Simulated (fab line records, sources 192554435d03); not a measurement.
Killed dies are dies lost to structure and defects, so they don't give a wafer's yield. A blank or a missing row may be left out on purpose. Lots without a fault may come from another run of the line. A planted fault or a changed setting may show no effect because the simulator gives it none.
Problem report in the 8D (eight disciplines) form, filled by code | flow n5_finfet | the parts of the form that need people (team, actions taken, sign-off) are left out

1. THE PROBLEM
raw_defect_count at N5_BEOL_M1_INSPECT_59 reads a mean of 368 on 6 wafers of 2 lots; wafers without a fault read 71 with a standard deviation of 26. That is +11 standard deviations from the usual mean.
The step: inspects for defects (darkfield).
First seen on wafer L637.3, day 8 15:01, on defect_inspect-01. The record holds 27 wafers of 10 lots with a number at this step. Rule for "out", or "out of limits": more than 4 standard deviations from the usual mean. The other wafers with a number count as sound.

2. WHAT IT IS AND WHAT IT IS NOT
question                    | is                                   | is not
which readings at this step | raw_defect_count                     | -
which lots                  | L637, L639                           | L627, L628, L629, L643, L645, L648, L649, L650
which wafers of those lots  | all that have a number               | -
read on which gauges        | defect_inspect-01, defect_inspect-02 | -
when                        | from day 8 15:01                     | up to then (7 sound wafers); but 14 sound wafers of L643, L645, L648, L649, L650 came after

3. SUSPECTS, AND WHAT RULES EACH OUT
Counting: a tool at a process step up to the reading stays a suspect if it ran every lot that is out and no sound lot after the first of them.
- the gauge at N5_BEOL_M1_INSPECT_59: ruled out. The wafers that are out were read on 2 gauges (defect_inspect-01, defect_inspect-02).
- cvd_co-02 at N5_BEOL_M1_PRE_CLEAN_60 (time 15 s): ruled out as a lasting fault. Sound lots L649 ran on it after its first lot that is out, L637 (day 8 14:46).
Left after counting: nothing in the record.

4. THE CAUSE (what the simulator had put in)
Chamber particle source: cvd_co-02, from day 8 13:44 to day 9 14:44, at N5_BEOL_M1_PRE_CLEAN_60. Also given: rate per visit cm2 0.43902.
Counting ruled it out, wrongly: the rule takes a fault to strike every lot that its tool runs from its start on, and this one did not.

5. THE CHAIN OF EFFECTS, in route order
Each row: a reading whose mean over the struck wafers that have a number lies more than 3 standard deviations from the usual. Only readings for which the record gives a usual standard deviation are gone through. hours: the time from each lot's start at the first step in this table that gives one to its start at this step, as a median over the lots. sigmas: the change in usual standard deviations.
hours | step                    | reading              | usual  | on struck wafers | change | sigmas
0     | N5_BEOL_M1_INSPECT_59   | raw_defect_count     | 71     | 368              | +296   | +11
124   | N5_PASSIVATION_PROBE_49 | defect_limited_yield | 91.5 % | 84.6             | -6.9   | -4.6
124   | N5_PASSIVATION_PROBE_49 | killed_at_M0_to_M3   | 32     | 111              | +79    | +8.4
124   | N5_PASSIVATION_PROBE_49 | killed_dies          | 100    | 182              | +82    | +4.8
124   | N5_PASSIVATION_PROBE_49 | sort_bin_5_function  | 4.9 %  | 9.8              | +4.9   | +5.1
124   | N5_PASSIVATION_PROBE_49 | sort_n_pass          | 1080   | 998              | -82    | -4.8
124   | N5_PASSIVATION_PROBE_49 | sort_yield_pct       | 91.5 % | 84.6             | -6.9   | -4.6
The process steps in it:
- N5_PASSIVATION_PROBE_49
Later measuring or inspecting steps at which every struck wafer that the step has a row for has a number for every such reading, and none has moved that far: N5_BEOL_M2_INSPECT_13, N5_BEOL_M4_RC_MEAS_101.

6. WHAT WOULD HAVE CAUGHT IT SOONER
In this record the first reading out of limits at a measuring or inspecting step was taken at day 8 15:01, 1 hour after the fault began at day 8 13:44.
Of the tool readings at N5_BEOL_M1_PRE_CLEAN_60 for which the record gives a usual standard deviation, none was out on any struck wafer, so an alarm limit of 4 standard deviations on them would not have fired.
